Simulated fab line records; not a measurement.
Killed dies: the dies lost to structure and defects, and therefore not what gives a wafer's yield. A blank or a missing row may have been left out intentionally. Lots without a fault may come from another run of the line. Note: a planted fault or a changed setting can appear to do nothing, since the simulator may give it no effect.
Which tool is to blame? :: flow n5Finfet :: 15 lots with 37 wafers sampled at 7 steps, on a route of 1938 steps

## WHAT THE GAUGES READ, wafer by wafer
N5_FIN_SAQP_CD_MEAS_31: target cd 8 nm. Usual: cdNm at 8.15 nm, with a standard deviation of 0.21.
lot: L680
measured: day 2 01:58
on: cdSem-03
cdNm (nm): 8.07 8.08 8.23
flag: 

lot: L681
measured: day 2 07:50
on: cdSem-03
cdNm (nm): 8.36 8.65 8.63
flag: 

lot: L682
measured: day 2 14:43
on: cdSem-02
cdNm (nm): 8.07 8.53 8.07
flag: 

lot: L683
measured: day 2 20:20
on: cdSem-03
cdNm (nm): 7.99 8.04
flag: 

lot: L684
measured: day 3 03:50
on: cdSem-02
cdNm (nm): 7.78 8.35 7.81
flag: 

lot: L685
measured: day 3 09:02
on: cdSem-01
cdNm (nm): 8.44 8.24 7.92
flag: 

lot: L686
measured: day 3 15:20
on: cdSem-01
cdNm (nm): 8.01 8.40
flag: 

lot: L687
measured: day 3 19:24
on: cdSem-01
cdNm (nm): 8.11 8.28
flag: 

lot: L689
measured: day 4 08:41
on: cdSem-03
cdNm (nm): 8.15 8.10
flag: 

lot: L692
measured: day 5 03:19
on: cdSem-01
cdNm (nm): 8.45 3.15
flag: OFF

lot: L693
measured: day 5 09:29
on: cdSem-02
cdNm (nm): 3.18 7.93
flag: OFF

lot: L697
measured: day 6 13:30
on: cdSem-03
cdNm (nm): 3.41 7.85
flag: OFF

lot: L700
measured: day 7 02:01
on: cdSem-01
cdNm (nm): 7.79 8.13
flag: 

lot: L702
measured: day 7 17:23
on: cdSem-01
cdNm (nm): 8.03 8.26 8.29
flag: 

lot: L703
measured: day 7 23:58
on: cdSem-02
cdNm (nm): 8.14 8.43 8.15
flag: 

N5_FIN_SAQP_CD_MEAS_37: target cd 8 nm. Usual: cdNm at 8.26 nm, with a standard deviation of 0.29.
lot: L680
measured: day 2 02:31
on: cdSem-02
cdNm (nm): 8.10 8.97 7.93
flag: 

lot: L681
measured: day 2 08:37
on: cdSem-02
cdNm (nm): 8.54 8.55 8.60
flag: 

lot: L682
measured: day 2 15:15
on: cdSem-02
cdNm (nm): 8.05 8.32 8.20
flag: 

lot: L683
measured: day 2 20:47
on: cdSem-02
cdNm (nm): 8.15 8.33
flag: 

lot: L684
measured: day 3 04:17
on: cdSem-02
cdNm (nm): 8.11 8.11 7.91
flag: 

lot: L685
measured: day 3 09:29
on: cdSem-03
cdNm (nm): 8.24 8.05 7.75
flag: 

lot: L686
measured: day 3 15:47
on: cdSem-03
cdNm (nm): 8.26 8.44
flag: 

lot: L687
measured: day 3 19:52
on: cdSem-02
cdNm (nm): 8.18 8.52
flag: 

lot: L689
measured: day 4 09:08
on: cdSem-03
cdNm (nm): 8.02 8.44
flag: 

lot: L692
measured: day 5 03:48
on: cdSem-03
cdNm (nm): 8.33 3.42
flag: OFF

lot: L693
measured: day 5 09:56
on: cdSem-02
cdNm (nm): 3.27 8.05
flag: OFF

lot: L697
measured: day 6 13:58
on: cdSem-01
cdNm (nm): 3.61 7.60
flag: OFF

lot: L700
measured: day 7 02:50
on: cdSem-03
cdNm (nm): 8.58 8.94
flag: 

lot: L702
measured: day 7 17:57
on: cdSem-01
cdNm (nm): 7.82 7.95 8.03
flag: 

lot: L703
measured: day 8 00:38
on: cdSem-03
cdNm (nm): 7.69 8.79 7.59
flag: 

N5_STI_FIN_REVEAL_CD_MEAS_22: target cd 6.238 nm, pitch 28 nm. Usual: cdNm at 6.4 nm, with a standard deviation of 0.34.
lot: L680
measured: day 2 12:43
on: cdSem-03
cdNm (nm): 6.0 6.9 6.0
flag: 

lot: L681
measured: day 2 20:48
on: cdSem-03
cdNm (nm): 6.9 6.6 6.6
flag: 

lot: L682
measured: day 3 01:22
on: cdSem-02
cdNm (nm): 6.2 6.0 6.1
flag: 

lot: L683
measured: day 3 07:49
on: cdSem-02
cdNm (nm): 6.1 6.3
flag: 

lot: L684
measured: day 3 15:00
on: cdSem-03
cdNm (nm): 6.0 6.4 6.4
flag: 

lot: L685
measured: day 3 20:08
on: cdSem-03
cdNm (nm): 6.8 6.3 6.1
flag: 

lot: L686
measured: day 4 01:58
on: cdSem-02
cdNm (nm): 6.7 6.5
flag: 

lot: L687
measured: day 4 06:47
on: cdSem-02
cdNm (nm): 6.9 5.9
flag: 

lot: L689
measured: day 4 19:16
on: cdSem-01
cdNm (nm): 5.7 6.2
flag: 

lot: L692
measured: day 5 15:04
on: cdSem-02
cdNm (nm): 6.2 1.8
flag: OFF

lot: L693
measured: day 5 21:32
on: cdSem-02
cdNm (nm): 0.7 6.3
flag: OFF

lot: L697
measured: day 7 00:20
on: cdSem-01
cdNm (nm): 2.0 6.1
flag: OFF

lot: L700
measured: day 7 13:07
on: cdSem-03
cdNm (nm): 6.3 7.0
flag: 

lot: L702
measured: day 8 05:26
on: cdSem-01
cdNm (nm): 6.0 6.4 5.8
flag: 

lot: L703
measured: day 8 12:27
on: cdSem-03
cdNm (nm): 6.2 6.8 6.1
flag: 

## EACH LOT AND THE TOOL THAT RAN IT (in order: tool; ch and the chambers of the sampled wafers; start)
lot: L680
N5_FIN_SAQP_ETCH_57: rieDiel-02 ch 0,2,3, day 2 00:21
N5_FIN_SAQP_SPACER2_ALD_28: aldSin-02 ch 1,2,3, day 2 01:19
N5_FIN_SAQP_HM_OPEN_33: rieDiel-02 ch 0,2,3, day 2 02:07
N5_FIN_SAQP_ETCH_34: rieDiel-02 ch 0,2,3, day 2 02:11

lot: L681
N5_FIN_SAQP_ETCH_57: rieDiel-01 ch 0,1, day 2 06:06
N5_FIN_SAQP_SPACER2_ALD_28: aldSin-03 ch 0,1,3, day 2 07:04
N5_FIN_SAQP_HM_OPEN_33: rieDiel-02 ch 0,1,3, day 2 08:13
N5_FIN_SAQP_ETCH_34: rieDiel-02 ch 0,1,3, day 2 08:17

lot: L682
N5_FIN_SAQP_ETCH_57: rieDiel-01 ch 0,1,3, day 2 13:06
N5_FIN_SAQP_SPACER2_ALD_28: aldSin-03 ch 0,3, day 2 14:11
N5_FIN_SAQP_HM_OPEN_33: rieDiel-05 ch 0,2,3, day 2 14:50
N5_FIN_SAQP_ETCH_34: rieDiel-05 ch 0,2,3, day 2 14:55

lot: L683
N5_FIN_SAQP_ETCH_57: rieDiel-05 ch 2,3, day 2 18:52
N5_FIN_SAQP_SPACER2_ALD_28: aldSin-02 ch 0,1, day 2 19:57
N5_FIN_SAQP_HM_OPEN_33: rieDiel-01 ch 0,3, day 2 20:24
N5_FIN_SAQP_ETCH_34: rieDiel-01 ch 0,3, day 2 20:27

lot: L684
N5_FIN_SAQP_ETCH_57: rieDiel-05 ch 1,2, day 3 02:19
N5_FIN_SAQP_SPACER2_ALD_28: aldSin-04 ch 1,2,3, day 3 03:19
N5_FIN_SAQP_HM_OPEN_33: rieDiel-02 ch 0,1, day 3 03:53
N5_FIN_SAQP_ETCH_34: rieDiel-02 ch 0,1, day 3 03:57

lot: L685
N5_FIN_SAQP_ETCH_57: rieDiel-05 ch 1,2,3, day 3 06:14
N5_FIN_SAQP_SPACER2_ALD_28: aldSin-02 ch 0,1,3, day 3 08:30
N5_FIN_SAQP_HM_OPEN_33: rieDiel-02 ch 1,2,3, day 3 09:05
N5_FIN_SAQP_ETCH_34: rieDiel-02 ch 1,2,3, day 3 09:09

lot: L686
N5_FIN_SAQP_ETCH_57: rieDiel-05 ch 2,3, day 3 13:50
N5_FIN_SAQP_SPACER2_ALD_28: aldSin-03 ch 1,3, day 3 14:49
N5_FIN_SAQP_HM_OPEN_33: rieDiel-01 ch 0,3, day 3 15:23
N5_FIN_SAQP_ETCH_34: rieDiel-01 ch 0,3, day 3 15:27

lot: L687
N5_FIN_SAQP_ETCH_57: rieDiel-02 ch 1,3, day 3 17:24
N5_FIN_SAQP_SPACER2_ALD_28: aldSin-02 ch 2,3, day 3 18:38
N5_FIN_SAQP_HM_OPEN_33: rieDiel-02 ch 1,3, day 3 19:28
N5_FIN_SAQP_ETCH_34: rieDiel-02 ch 1,3, day 3 19:32

lot: L689
N5_FIN_SAQP_ETCH_57: rieDiel-02 ch 1,2, day 4 06:34
N5_FIN_SAQP_SPACER2_ALD_28: aldSin-02 ch 1,2, day 4 08:10
N5_FIN_SAQP_HM_OPEN_33: rieDiel-02 ch 0,1, day 4 08:44
N5_FIN_SAQP_ETCH_34: rieDiel-02 ch 0,1, day 4 08:48

lot: L692
N5_FIN_SAQP_ETCH_57: rieDiel-05 ch 0,1, day 5 01:24
N5_FIN_SAQP_SPACER2_ALD_28: aldSin-02 ch 0,3, day 5 02:49
N5_FIN_SAQP_HM_OPEN_33: rieDiel-05 ch 2,3, day 5 03:25
N5_FIN_SAQP_ETCH_34: rieDiel-05 ch 2,3, day 5 03:28

lot: L693
N5_FIN_SAQP_ETCH_57: rieDiel-01 ch 2,3, day 5 07:59
N5_FIN_SAQP_SPACER2_ALD_28: aldSin-02 ch 2,3, day 5 08:58
N5_FIN_SAQP_HM_OPEN_33: rieDiel-02 ch 1,3, day 5 09:32
N5_FIN_SAQP_ETCH_34: rieDiel-02 ch 1,3, day 5 09:36

lot: L697
N5_FIN_SAQP_ETCH_57: rieDiel-05 ch 0,2, day 6 11:29
N5_FIN_SAQP_SPACER2_ALD_28: aldSin-02 ch 1,3, day 6 12:52
N5_FIN_SAQP_HM_OPEN_33: rieDiel-01 ch 0,3, day 6 13:34
N5_FIN_SAQP_ETCH_34: rieDiel-01 ch 0,3, day 6 13:38

lot: L700
N5_FIN_SAQP_ETCH_57: rieDiel-02 ch 3, day 7 00:21
N5_FIN_SAQP_SPACER2_ALD_28: aldSin-03 ch 1,3, day 7 01:22
N5_FIN_SAQP_HM_OPEN_33: rieDiel-01 ch 2, day 7 02:26
N5_FIN_SAQP_ETCH_34: rieDiel-01 ch 2, day 7 02:30

lot: L702
N5_FIN_SAQP_ETCH_57: rieDiel-01 ch 0,2,3, day 7 14:31
N5_FIN_SAQP_SPACER2_ALD_28: aldSin-04 ch 1,2,3, day 7 16:51
N5_FIN_SAQP_HM_OPEN_33: rieDiel-05 ch 0,3, day 7 17:33
N5_FIN_SAQP_ETCH_34: rieDiel-05 ch 0,3, day 7 17:37

lot: L703
N5_FIN_SAQP_ETCH_57: rieDiel-05 ch 1,2,3, day 7 22:13
N5_FIN_SAQP_SPACER2_ALD_28: aldSin-04 ch 0,1, day 7 23:26
N5_FIN_SAQP_HM_OPEN_33: rieDiel-05 ch 2,3, day 8 00:14
N5_FIN_SAQP_ETCH_34: rieDiel-05 ch 2,3, day 8 00:19
- N5_FIN_SAQP_ETCH_57: etches SiNx in CH3F/O2, target depth 32.5 nm, time 46.4 s.
- N5_FIN_SAQP_SPACER2_ALD_28: deposits SiO2, target thk 8.1 nm, pulse time 1 s, purge time 2 s.
- N5_FIN_SAQP_HM_OPEN_33: chemistry CH3F/O2, target SiNx, target depth 49.4 nm, time 70.6 s.
- N5_FIN_SAQP_ETCH_34: etches SiO2 in C4F6/O2, target depth 45 nm, time 15 s.

## AS READ BY THE TOOLS THEMSELVES (means over the sampled wafers that have a number; for cases with no such wafer, the mark the record gives instead)
N5_FIN_SAQP_ETCH_57. Usual: drypumpMotorCurrentA 5.4 A (standard deviation 0.42); etchRfOnTimeS 46.3 s (standard deviation 1.7); oes_o_777_au 0.81 a.u. (standard deviation 0.076); oesProductAu 0.70 a.u. (standard deviation 0.068); rfVppV 301 V (standard deviation 5.8); showerheadPlenumPTorr 2.04 Torr (standard deviation 0.074); throttleValvePct 16.28 % (standard deviation 0.21).
lot: L680
tool: rieDiel-02
drypumpMotorCurrentA (A): 5.5
etchRfOnTimeS (s): 45.1
oes_o_777_au (a.u.): 0.85
oesProductAu (a.u.): 0.74
rfVppV (V): 300
showerheadPlenumPTorr (Torr): 2.06
throttleValvePct (%): 16.24
flag: 

lot: L681
tool: rieDiel-01
drypumpMotorCurrentA (A): 5.9
etchRfOnTimeS (s): 47.1
oes_o_777_au (a.u.): 0.70
oesProductAu (a.u.): 0.61
rfVppV (V): 303
showerheadPlenumPTorr (Torr): 1.89
throttleValvePct (%): 16.61
flag: 

lot: L682
tool: rieDiel-01
drypumpMotorCurrentA (A): 5.8
etchRfOnTimeS (s): 46.6
oes_o_777_au (a.u.): 0.73
oesProductAu (a.u.): 0.64
rfVppV (V): 300
showerheadPlenumPTorr (Torr): 1.94
throttleValvePct (%): 16.64
flag: 

lot: L683
tool: rieDiel-05
drypumpMotorCurrentA (A): 5.2
etchRfOnTimeS (s): 46.7
oes_o_777_au (a.u.): 0.81
oesProductAu (a.u.): 0.70
rfVppV (V): 302
showerheadPlenumPTorr (Torr): 2.04
throttleValvePct (%): 16.27
flag: 

lot: L684
tool: rieDiel-05
drypumpMotorCurrentA (A): 5.5
etchRfOnTimeS (s): 46.2
oes_o_777_au (a.u.): 0.79
oesProductAu (a.u.): 0.67
rfVppV (V): 306
showerheadPlenumPTorr (Torr): 2.09
throttleValvePct (%): 16.04
flag: 

lot: L685
tool: rieDiel-05
drypumpMotorCurrentA (A): 5.3
etchRfOnTimeS (s): 45.0
oes_o_777_au (a.u.): 0.81
oesProductAu (a.u.): 0.70
rfVppV (V): 305
showerheadPlenumPTorr (Torr): 2.07
throttleValvePct (%): 16.14
flag: 

lot: L686
tool: rieDiel-05
drypumpMotorCurrentA (A): 5.2
etchRfOnTimeS (s): 46.4
oes_o_777_au (a.u.): 0.79
oesProductAu (a.u.): 0.69
rfVppV (V): 302
showerheadPlenumPTorr (Torr): 2.04
throttleValvePct (%): 16.27
flag: 

lot: L687
tool: rieDiel-02
drypumpMotorCurrentA (A): 5.1
etchRfOnTimeS (s): 45.8
oes_o_777_au (a.u.): 0.84
oesProductAu (a.u.): 0.69
rfVppV (V): 298
showerheadPlenumPTorr (Torr): 2.08
throttleValvePct (%): 16.32
flag: 

lot: L689
tool: rieDiel-02
drypumpMotorCurrentA (A): 5.7
etchRfOnTimeS (s): 46.4
oes_o_777_au (a.u.): 0.83
oesProductAu (a.u.): 0.73
rfVppV (V): 296
showerheadPlenumPTorr (Torr): 2.14
throttleValvePct (%): 16.30
flag: 

lot: L692
tool: rieDiel-05
drypumpMotorCurrentA (A): 5.5
etchRfOnTimeS (s): 45.0
oes_o_777_au (a.u.): 0.89
oesProductAu (a.u.): 0.74
rfVppV (V): 301
showerheadPlenumPTorr (Torr): 2.04
throttleValvePct (%): 16.14
flag: 

lot: L693
tool: rieDiel-01
drypumpMotorCurrentA (A): 5.5
etchRfOnTimeS (s): 46.7
oes_o_777_au (a.u.): 0.79
oesProductAu (a.u.): 0.70
rfVppV (V): 300
showerheadPlenumPTorr (Torr): 2.02
throttleValvePct (%): 16.25
flag: 

lot: L697
tool: rieDiel-05
drypumpMotorCurrentA (A): 5.3
etchRfOnTimeS (s): 45.3
oes_o_777_au (a.u.): 0.81
oesProductAu (a.u.): 0.70
rfVppV (V): 296
showerheadPlenumPTorr (Torr): 2.00
throttleValvePct (%): 16.33
flag: 

lot: L700
tool: rieDiel-02
drypumpMotorCurrentA (A): 5.2
etchRfOnTimeS (s): 44.6
oes_o_777_au (a.u.): 0.82
oesProductAu (a.u.): 0.67
rfVppV (V): 296
showerheadPlenumPTorr (Torr): 2.01
throttleValvePct (%): 16.41
flag: 

lot: L702
tool: rieDiel-01
drypumpMotorCurrentA (A): 5.7
etchRfOnTimeS (s): 47.5
oes_o_777_au (a.u.): 0.75
oesProductAu (a.u.): 0.65
rfVppV (V): 301
showerheadPlenumPTorr (Torr): 1.97
throttleValvePct (%): 16.37
flag: 

lot: L703
tool: rieDiel-05
drypumpMotorCurrentA (A): 5.3
etchRfOnTimeS (s): 46.1
oes_o_777_au (a.u.): 0.77
oesProductAu (a.u.): 0.66
rfVppV (V): 305
showerheadPlenumPTorr (Torr): 2.05
throttleValvePct (%): 16.22
flag: 

N5_FIN_SAQP_SPACER2_ALD_28. Usual: heaterPowerW 455 W, standard deviation 38; precursorPulseHeightRel 1.002, standard deviation 0.02; susceptorTempC 300.00 C, standard deviation 0.2.
lot: L680
tool: aldSin-02
heaterPowerW (W): 447
precursorPulseHeightRel: 0.991
susceptorTempC (C): 299.98
flag: 

lot: L681
tool: aldSin-03
heaterPowerW (W): 434
precursorPulseHeightRel: 1.014
susceptorTempC (C): 300.05
flag: 

lot: L682
tool: aldSin-03
heaterPowerW (W): 423
precursorPulseHeightRel: 0.994
susceptorTempC (C): 299.98
flag: 

lot: L683
tool: aldSin-02
heaterPowerW (W): 444
precursorPulseHeightRel: 1.001
susceptorTempC (C): 300.06
flag: 

lot: L684
tool: aldSin-04
heaterPowerW (W): 492
precursorPulseHeightRel: 1.003
susceptorTempC (C): 300.05
flag: 

lot: L685
tool: aldSin-02
heaterPowerW (W): 428
precursorPulseHeightRel: 1.019
susceptorTempC (C): 299.92
flag: 

lot: L686
tool: aldSin-03
heaterPowerW (W): 434
precursorPulseHeightRel: 0.986
susceptorTempC (C): 299.80
flag: 

lot: L687
tool: aldSin-02
heaterPowerW (W): 471
precursorPulseHeightRel: 0.999
susceptorTempC (C): 300.02
flag: 

lot: L689
tool: aldSin-02
heaterPowerW (W): 472
precursorPulseHeightRel: 1.018
susceptorTempC (C): 300.03
flag: 

lot: L692
tool: aldSin-02
heaterPowerW (W): 438
precursorPulseHeightRel: 0.986
susceptorTempC (C): 299.94
flag: 

lot: L693
tool: aldSin-02
heaterPowerW (W): 480
precursorPulseHeightRel: 1.007
susceptorTempC (C): 300.24
flag: 

lot: L697
tool: aldSin-02
heaterPowerW (W): 422
precursorPulseHeightRel: 0.986
susceptorTempC (C): 299.81
flag: 

lot: L700
tool: aldSin-03
heaterPowerW (W): 427
precursorPulseHeightRel: 0.985
susceptorTempC (C): 299.94
flag: 

lot: L702
tool: aldSin-04
heaterPowerW (W): 493
precursorPulseHeightRel: 1.002
susceptorTempC (C): 299.87
flag: 

lot: L703
tool: aldSin-04
heaterPowerW (W): 431
precursorPulseHeightRel: 0.987
susceptorTempC (C): 299.95
flag: 

N5_FIN_SAQP_HM_OPEN_33. Usual: drypumpMotorCurrentA 5.4 A (standard deviation 0.43); etchRfOnTimeS 69.1 s (standard deviation 2.4); oes_o_777_au 0.81 a.u. (standard deviation 0.072); oesProductAu 0.70 a.u. (standard deviation 0.064); rfVppV 301 V (standard deviation 5.7); showerheadPlenumPTorr 2.04 Torr (standard deviation 0.073); throttleValvePct 16.29 % (standard deviation 0.2).
lot: L680
tool: rieDiel-02
drypumpMotorCurrentA (A): 5.5
etchRfOnTimeS (s): 67.6
oes_o_777_au (a.u.): 0.85
oesProductAu (a.u.): 0.74
rfVppV (V): 300
showerheadPlenumPTorr (Torr): 2.06
throttleValvePct (%): 16.23
flag: 

lot: L681
tool: rieDiel-02
drypumpMotorCurrentA (A): 5.0
etchRfOnTimeS (s): 67.7
oes_o_777_au (a.u.): 0.83
oesProductAu (a.u.): 0.71
rfVppV (V): 301
showerheadPlenumPTorr (Torr): 2.06
throttleValvePct (%): 16.23
flag: 

lot: L682
tool: rieDiel-05
drypumpMotorCurrentA (A): 5.2
etchRfOnTimeS (s): 67.2
oes_o_777_au (a.u.): 0.88
oesProductAu (a.u.): 0.75
rfVppV (V): 300
showerheadPlenumPTorr (Torr): 2.02
throttleValvePct (%): 16.27
flag: 

lot: L683
tool: rieDiel-01
drypumpMotorCurrentA (A): 5.8
etchRfOnTimeS (s): 70.5
oes_o_777_au (a.u.): 0.78
oesProductAu (a.u.): 0.67
rfVppV (V): 298
showerheadPlenumPTorr (Torr): 1.95
throttleValvePct (%): 16.51
flag: 

lot: L684
tool: rieDiel-02
drypumpMotorCurrentA (A): 4.9
etchRfOnTimeS (s): 67.2
oes_o_777_au (a.u.): 0.80
oesProductAu (a.u.): 0.70
rfVppV (V): 305
showerheadPlenumPTorr (Torr): 2.04
throttleValvePct (%): 16.15
flag: 

lot: L685
tool: rieDiel-02
drypumpMotorCurrentA (A): 5.5
etchRfOnTimeS (s): 68.7
oes_o_777_au (a.u.): 0.84
oesProductAu (a.u.): 0.73
rfVppV (V): 296
showerheadPlenumPTorr (Torr): 2.10
throttleValvePct (%): 16.31
flag: 

lot: L686
tool: rieDiel-01
drypumpMotorCurrentA (A): 5.9
etchRfOnTimeS (s): 67.6
oes_o_777_au (a.u.): 0.77
oesProductAu (a.u.): 0.66
rfVppV (V): 298
showerheadPlenumPTorr (Torr): 1.95
throttleValvePct (%): 16.53
flag: 

lot: L687
tool: rieDiel-02
drypumpMotorCurrentA (A): 5.1
etchRfOnTimeS (s): 69.3
oes_o_777_au (a.u.): 0.83
oesProductAu (a.u.): 0.70
rfVppV (V): 298
showerheadPlenumPTorr (Torr): 2.08
throttleValvePct (%): 16.34
flag: 

lot: L689
tool: rieDiel-02
drypumpMotorCurrentA (A): 5.0
etchRfOnTimeS (s): 70.0
oes_o_777_au (a.u.): 0.80
oesProductAu (a.u.): 0.70
rfVppV (V): 302
showerheadPlenumPTorr (Torr): 2.06
throttleValvePct (%): 16.20
flag: 

lot: L692
tool: rieDiel-05
drypumpMotorCurrentA (A): 5.2
etchRfOnTimeS (s): 71.9
oes_o_777_au (a.u.): 0.77
oesProductAu (a.u.): 0.67
rfVppV (V): 302
showerheadPlenumPTorr (Torr): 2.04
throttleValvePct (%): 16.30
flag: 

lot: L693
tool: rieDiel-02
drypumpMotorCurrentA (A): 5.1
etchRfOnTimeS (s): 67.5
oes_o_777_au (a.u.): 0.81
oesProductAu (a.u.): 0.69
rfVppV (V): 298
showerheadPlenumPTorr (Torr): 2.08
throttleValvePct (%): 16.35
flag: 

lot: L697
tool: rieDiel-01
drypumpMotorCurrentA (A): 5.8
etchRfOnTimeS (s): 70.9
oes_o_777_au (a.u.): 0.74
oesProductAu (a.u.): 0.64
rfVppV (V): 300
showerheadPlenumPTorr (Torr): 1.95
throttleValvePct (%): 16.57
flag: 

lot: L700
tool: rieDiel-01
drypumpMotorCurrentA (A): 5.2
etchRfOnTimeS (s): 72.2
oes_o_777_au (a.u.): 0.76
oesProductAu (a.u.): 0.69
rfVppV (V): 302
showerheadPlenumPTorr (Torr): 2.01
throttleValvePct (%): 15.90
flag: 

lot: L702
tool: rieDiel-05
drypumpMotorCurrentA (A): 5.3
etchRfOnTimeS (s): 67.5
oes_o_777_au (a.u.): 0.90
oesProductAu (a.u.): 0.76
rfVppV (V): 297
showerheadPlenumPTorr (Torr): 1.97
throttleValvePct (%): 16.35
flag: 

lot: L703
tool: rieDiel-05
drypumpMotorCurrentA (A): 5.1
etchRfOnTimeS (s): 71.4
oes_o_777_au (a.u.): 0.79
oesProductAu (a.u.): 0.67
rfVppV (V): 302
showerheadPlenumPTorr (Torr): 2.03
throttleValvePct (%): 16.34
flag: 

N5_FIN_SAQP_ETCH_34. Usual: drypumpMotorCurrentA 5.4 A (standard deviation 0.43); etchRfOnTimeS 15.0 s (standard deviation 0.43); oes_o_777_au 0.81 a.u. (standard deviation 0.073); oesProductAu 0.70 a.u. (standard deviation 0.064); rfVppV 673 V (standard deviation 12); showerheadPlenumPTorr 2.90 Torr (standard deviation 0.1); throttleValvePct 21.03 % (standard deviation 0.24).
lot: L680
tool: rieDiel-02
drypumpMotorCurrentA (A): 5.5
etchRfOnTimeS (s): 14.7
oes_o_777_au (a.u.): 0.86
oesProductAu (a.u.): 0.74
rfVppV (V): 670
showerheadPlenumPTorr (Torr): 2.93
throttleValvePct (%): 20.98
flag: 

lot: L681
tool: rieDiel-02
drypumpMotorCurrentA (A): 5.0
etchRfOnTimeS (s): 14.9
oes_o_777_au (a.u.): 0.83
oesProductAu (a.u.): 0.71
rfVppV (V): 674
showerheadPlenumPTorr (Torr): 2.92
throttleValvePct (%): 20.98
flag: 

lot: L682
tool: rieDiel-05
drypumpMotorCurrentA (A): 5.2
etchRfOnTimeS (s): 14.9
oes_o_777_au (a.u.): 0.87
oesProductAu (a.u.): 0.74
rfVppV (V): 671
showerheadPlenumPTorr (Torr): 2.87
throttleValvePct (%): 21.02
flag: 

lot: L683
tool: rieDiel-01
drypumpMotorCurrentA (A): 5.8
etchRfOnTimeS (s): 15.1
oes_o_777_au (a.u.): 0.76
oesProductAu (a.u.): 0.66
rfVppV (V): 672
showerheadPlenumPTorr (Torr): 2.79
throttleValvePct (%): 21.25
flag: 

lot: L684
tool: rieDiel-02
drypumpMotorCurrentA (A): 4.9
etchRfOnTimeS (s): 15.0
oes_o_777_au (a.u.): 0.81
oesProductAu (a.u.): 0.70
rfVppV (V): 682
showerheadPlenumPTorr (Torr): 2.90
throttleValvePct (%): 20.88
flag: 

lot: L685
tool: rieDiel-02
drypumpMotorCurrentA (A): 5.5
etchRfOnTimeS (s): 15.2
oes_o_777_au (a.u.): 0.84
oesProductAu (a.u.): 0.73
rfVppV (V): 664
showerheadPlenumPTorr (Torr): 2.99
throttleValvePct (%): 21.10
flag: 

lot: L686
tool: rieDiel-01
drypumpMotorCurrentA (A): 5.8
etchRfOnTimeS (s): 14.9
oes_o_777_au (a.u.): 0.76
oesProductAu (a.u.): 0.66
rfVppV (V): 670
showerheadPlenumPTorr (Torr): 2.79
throttleValvePct (%): 21.27
flag: 

lot: L687
tool: rieDiel-02
drypumpMotorCurrentA (A): 5.1
etchRfOnTimeS (s): 14.9
oes_o_777_au (a.u.): 0.83
oesProductAu (a.u.): 0.70
rfVppV (V): 668
showerheadPlenumPTorr (Torr): 2.96
throttleValvePct (%): 21.11
flag: 

lot: L689
tool: rieDiel-02
drypumpMotorCurrentA (A): 5.0
etchRfOnTimeS (s): 15.1
oes_o_777_au (a.u.): 0.80
oesProductAu (a.u.): 0.69
rfVppV (V): 679
showerheadPlenumPTorr (Torr): 2.93
throttleValvePct (%): 20.95
flag: 

lot: L692
tool: rieDiel-05
drypumpMotorCurrentA (A): 5.2
etchRfOnTimeS (s): 15.1
oes_o_777_au (a.u.): 0.77
oesProductAu (a.u.): 0.68
rfVppV (V): 677
showerheadPlenumPTorr (Torr): 2.90
throttleValvePct (%): 20.99
flag: 

lot: L693
tool: rieDiel-02
drypumpMotorCurrentA (A): 5.1
etchRfOnTimeS (s): 14.9
oes_o_777_au (a.u.): 0.81
oesProductAu (a.u.): 0.69
rfVppV (V): 667
showerheadPlenumPTorr (Torr): 2.95
throttleValvePct (%): 21.13
flag: 

lot: L697
tool: rieDiel-01
drypumpMotorCurrentA (A): 5.9
etchRfOnTimeS (s): 15.1
oes_o_777_au (a.u.): 0.74
oesProductAu (a.u.): 0.64
rfVppV (V): 669
showerheadPlenumPTorr (Torr): 2.78
throttleValvePct (%): 21.31
flag: 

lot: L700
tool: rieDiel-01
drypumpMotorCurrentA (A): 5.2
etchRfOnTimeS (s): 15.6
oes_o_777_au (a.u.): 0.75
oesProductAu (a.u.): 0.68
rfVppV (V): 680
showerheadPlenumPTorr (Torr): 2.87
throttleValvePct (%): 20.61
flag: 

lot: L702
tool: rieDiel-05
drypumpMotorCurrentA (A): 5.3
etchRfOnTimeS (s): 14.6
oes_o_777_au (a.u.): 0.90
oesProductAu (a.u.): 0.76
rfVppV (V): 664
showerheadPlenumPTorr (Torr): 2.81
throttleValvePct (%): 21.17
flag: 

lot: L703
tool: rieDiel-05
drypumpMotorCurrentA (A): 5.1
etchRfOnTimeS (s): 15.0
oes_o_777_au (a.u.): 0.78
oesProductAu (a.u.): 0.68
rfVppV (V): 679
showerheadPlenumPTorr (Torr): 2.88
throttleValvePct (%): 21.04
flag: 

## THE ANSWER, worked out from the rows above alone
Rule: a lot counts as off when the mean over its wafers that have a number is more than 3 standard deviations away from the usual mean. A lot without any number at a reading at which 4 lots or more have one is off too. Where the step has rows for the other lots, those lots are counted as sound. Order of review: gauges by route order, followed by the tools' own readings, for which a lot's mean as printed above is used. At the first step where some lot is off, the reading lying furthest off is the one used; lots without a number count as furthest.
Off: L692, L693, L697 (N5_FIN_SAQP_CD_MEAS_31, cdNm).
If a tool, at a process step before that reading, ran all the lots that are off and no sound lot after the first of them, it fits. Gauges at N5_FIN_SAQP_CD_MEAS_31: tried the same way as those tools. One fits: N5_FIN_SAQP_SPACER2_ALD_28 on aldSin-02. A fault onset in the window from L689 (day 4 08:10, its last sound lot) to L692 (day 5 02:49, its first lot off) fits.

## WHAT WAS PUT IN BY THE SIMULATOR
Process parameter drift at N5_FIN_SAQP_SPACER2_ALD_28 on aldSin-02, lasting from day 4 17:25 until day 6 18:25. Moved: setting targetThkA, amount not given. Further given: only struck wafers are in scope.
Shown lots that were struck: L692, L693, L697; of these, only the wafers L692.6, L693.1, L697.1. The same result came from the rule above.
